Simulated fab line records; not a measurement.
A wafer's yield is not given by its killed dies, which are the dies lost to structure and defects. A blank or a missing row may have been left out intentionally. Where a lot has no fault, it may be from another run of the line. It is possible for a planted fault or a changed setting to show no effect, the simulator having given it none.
Matching of chambers | flow n5-finfet | N5_SDB_HM_DEP_00 on pecvd-02: 3 sister chambers
The step deposits SiNx from SiH4/NH3/N2, target thk 40 nm, time 35.3 s. 24 wafers are shown with their chamber, then 12 later ones without.

== WAFERS WITH THEIR CHAMBER ==
wafer  | chamber | throttle-valve-pct (%) | showerhead-plenum-p-Torr (Torr) | heater-power-w (W)
L074.1 | 1       | 39.1                   | 5.23                            | 715
L074.2 | 0       | 42.6                   | 5.16                            | 835
L074.3 | 2       | 38.4                   | 5.13                            | 882
L076.3 | 0       | 42.5                   | 5.15                            | 889
L076.4 | 1       | 39.3                   | 5.23                            | 703
L076.6 | 0       | 42.8                   | 5.14                            | 868
L077.3 | 1       | 39.2                   | 5.23                            | 771
L077.4 | 0       | 42.9                   | 5.15                            | 891
L077.6 | 1       | 39.3                   | 5.24                            | 758
L078.2 | 0       | 42.5                   | 5.17                            | 849
L078.4 | 1       | 39.1                   | 5.23                            | 732
L078.5 | 2       | 38.4                   | 5.13                            | 871
L079.3 | 1       | 39.4                   | 5.23                            | 719
L079.4 | 0       | 42.6                   | 5.14                            | 898
L079.6 | 2       | 38.2                   | 5.12                            | 943
L081.1 | 0       | 42.5                   | 5.15                            | 761
L081.2 | 1       | 39.2                   | 5.23                            | 769
L081.5 | 2       | 38.3                   | 5.12                            | 941
L084.1 | 2       | 38.4                   | 5.12                            | 894
L084.5 | 2       | 38.4                   | 5.12                            | 905
L084.6 | 0       | 42.8                   | 5.15                            | 862
L087.1 | 2       | 38.5                   | 5.13                            | 786
L087.2 | 0       | 42.5                   | 5.15                            | 836
L087.6 | 1       | 39.5                   | 5.22                            | 693

SIGNATURES (averages over the wafers above)
reading                  | chamber 0 | chamber 1 | chamber 2 | scatter within a chamber
throttle-valve-pct       | 42.633    | 39.263    | 38.371    | 0.137
showerhead-plenum-p-Torr | 5.1511    | 5.2300    | 5.1243    | 0.00711
heater-power-w           | 854.33    | 732.50    | 888.86    | 42.2
Rule: a wafer's distance from a chamber is the root of the sum, over the readings, of the square of ((its reading less the chamber's mean) divided by the reading's scatter). If the next closest chamber is less than 2 further off than the closest, the wafer can't be placed; otherwise it belongs to the closest. The scatter: the root of (the sum of the squares of (reading less its chamber's mean) over the shown wafers, divided by (wafers less chambers)).

== WAFERS MISSING THEIR CHAMBER ==
wafer  | throttle-valve-pct (%) | showerhead-plenum-p-Torr (Torr) | heater-power-w (W)
L090.2 | 39.1                   | 5.22                            | 762
L090.3 | 42.6                   | 5.15                            | 788
L090.4 | 43.1                   | 5.14                            | 770
L092.2 | 38.4                   | 5.12                            | 866
L092.5 | 42.7                   | 5.15                            | 831
L092.6 | 39.3                   | 5.23                            | 646
L094.4 | 42.7                   | 5.16                            | 819
L094.5 | 39.1                   | 5.23                            | 666
L094.6 | 38.6                   | 5.12                            | 804
L096.1 | 42.8                   | 5.16                            | 789
L096.2 | 38.6                   | 5.11                            | 937
L096.4 | 38.9                   | 5.11                            | 914

== WHICH CHAMBER EACH WENT THROUGH ==
wafer  | from the rows above | in truth
L090.2 | 1                   | 1
L090.3 | 0                   | 0
L090.4 | 0                   | 0
L092.2 | 2                   | 2
L092.5 | 0                   | 0
L092.6 | 1                   | 1
L094.4 | 0                   | 0
L094.5 | 1                   | 1
L094.6 | 2                   | 2
L096.1 | 0                   | 0
L096.2 | 2                   | 2
L096.4 | 2                   | 2
Placed correctly: 12 of 12. Not placeable from these rows: 0. Number placed wrongly: 0.
